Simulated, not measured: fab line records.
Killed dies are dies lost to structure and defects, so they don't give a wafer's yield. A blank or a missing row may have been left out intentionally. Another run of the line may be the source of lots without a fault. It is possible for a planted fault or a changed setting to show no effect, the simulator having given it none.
Chamber matching + flow nand harc + 3 sister chambers for NHARC_P_M2_DEP_33 on pecvd-01
The step deposits SiCN, target thk 30 nm. 24 wafers are shown with their chamber, then 12 later ones without.

== EACH WAFER AND ITS CHAMBER ==
| wafer  | chamber | heater power w (W) |
|--------|---------|--------------------|
| L077.1 | 2       | 679                |
| L077.4 | 1       | 461                |
| L077.5 | 0       | 684                |
| L078.2 | 2       | 704                |
| L078.4 | 2       | 698                |
| L078.6 | 0       | 655                |
| L079.1 | 2       | 631                |
| L079.2 | 0       | 632                |
| L079.4 | 1       | 556                |
| L081.1 | 0       | 696                |
| L081.3 | 2       | 685                |
| L081.4 | 0       | 684                |
| L082.4 | 2       | 727                |
| L082.5 | 0       | 693                |
| L082.6 | 1       | 537                |
| L083.3 | 2       | 602                |
| L083.5 | 1       | 527                |
| L083.6 | 2       | 602                |
| L084.2 | 1       | 509                |
| L084.5 | 1       | 525                |
| L084.6 | 2       | 655                |
| L089.2 | 2       | 611                |
| L089.3 | 1       | 568                |
| L089.4 | 1       | 563                |

SIGNATURES, as means of the wafers listed above
| reading        | chamber 0 | chamber 1 | chamber 2 | scatter within a chamber |
|----------------|-----------|-----------|-----------|--------------------------|
| heater power w | 674.00    | 530.75    | 659.40    | 38.1                     |
Rule: for each reading, subtract the chamber's mean from the wafer's reading, divide by that reading's scatter and square the result; add these up over the readings and take the root, which gives the wafer's distance from the chamber. The wafer belongs to the nearest chamber; if the next one is less than 2 further off, it can't be placed. The scatter: the root of (the sum of the squares of (reading less its chamber's mean) over the shown wafers, divided by (wafers less chambers)).

== WAFERS MISSING THEIR CHAMBER ==
| wafer  | heater power w (W) |
|--------|--------------------|
| L090.1 | 634                |
| L090.2 | 711                |
| L090.6 | 554                |
| L093.3 | 739                |
| L093.4 | 736                |
| L093.5 | 548                |
| L096.1 | 736                |
| L096.2 | 649                |
| L096.5 | 742                |
| L097.2 | 739                |
| L097.4 | 533                |
| L097.6 | 723                |

== THE CHAMBER EACH PASSED THROUGH ==
| wafer  | from the rows above     | in truth |
|--------|-------------------------|----------|
| L090.1 | can't be placed: 2 or 0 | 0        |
| L090.2 | can't be placed: 0 or 2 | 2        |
| L090.6 | 1                       | 1        |
| L093.3 | can't be placed: 0 or 2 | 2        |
| L093.4 | can't be placed: 0 or 2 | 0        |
| L093.5 | 1                       | 1        |
| L096.1 | can't be placed: 0 or 2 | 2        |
| L096.2 | can't be placed: 2 or 0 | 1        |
| L096.5 | can't be placed: 0 or 2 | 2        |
| L097.2 | can't be placed: 0 or 2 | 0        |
| L097.4 | 1                       | 1        |
| L097.6 | can't be placed: 0 or 2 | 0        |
Correctly placed: 3 of 12. Unplaceable from these rows: 9, with the true chamber sitting among the candidates in 8. Placed wrongly: 0.
